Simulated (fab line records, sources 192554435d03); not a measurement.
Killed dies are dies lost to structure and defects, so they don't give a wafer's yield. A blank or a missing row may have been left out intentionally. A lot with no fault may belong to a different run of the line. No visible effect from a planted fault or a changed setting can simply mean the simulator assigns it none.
Chamber matching / flow n5-finfet / 3 sister chambers for N5_BEOL_M9_CURE_72 on uv-cure-01
The step cures SiCOH lowk, time 120 s. 3 wafers are shown with their chamber, then 9 later ones without.

## WAFERS WITH THEIR CHAMBER
wafer=L078.5 chamber=0 wafer_temp_C_max=373.1
wafer=L079.6 chamber=2 wafer_temp_C_max=371.4
wafer=L089.6 chamber=1 wafer_temp_C_max=371.7

## WAFERS WITH NO CHAMBER GIVEN
wafer=L089.3 wafer_temp_C_max=370.9
wafer=L089.4 wafer_temp_C_max=371.1
wafer=L089.5 wafer_temp_C_max=371.1
wafer=L094.1 wafer_temp_C_max=370.9
wafer=L094.4 wafer_temp_C_max=371.1
wafer=L094.6 wafer_temp_C_max=372.0
wafer=L094.2 wafer_temp_C_max=371.0
wafer=L094.3 wafer_temp_C_max=371.3
wafer=L094.5 wafer_temp_C_max=371.6

## WHICH CHAMBER EACH ONE RAN IN
wafer=L089.3; from the rows above=can't be placed: 2 or 1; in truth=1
wafer=L089.4; from the rows above=can't be placed: 2 or 1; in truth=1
wafer=L089.5; from the rows above=can't be placed: 2 or 1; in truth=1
wafer=L094.1; from the rows above=can't be placed: 2 or 1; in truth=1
wafer=L094.4; from the rows above=can't be placed: 2 or 1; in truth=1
wafer=L094.6; from the rows above=can't be placed: 1 or 2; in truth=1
wafer=L094.2; from the rows above=can't be placed: 2 or 1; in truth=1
wafer=L094.3; from the rows above=can't be placed: 2 or 1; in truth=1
wafer=L094.5; from the rows above=can't be placed: 1 or 2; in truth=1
Correct placement for 0 of the 9. From these rows, 9 cannot be placed; in 9 the true chamber is one of the candidates. Placed wrongly: 0.
How it was worked out, from the rows above alone: a wafer's distance from a chamber is the root of the sum, over the readings, of the square of ((its reading less the chamber's mean) divided by the reading's scatter). The wafer belongs to the nearest chamber; if the next one is less than 2 further off, it can't be placed. Each chamber's mean is taken over the wafers shown for it. The scatter (one wafer shown for each chamber): square how far every hidden wafer sits from the nearest shown wafer, average those squares and take the square root.
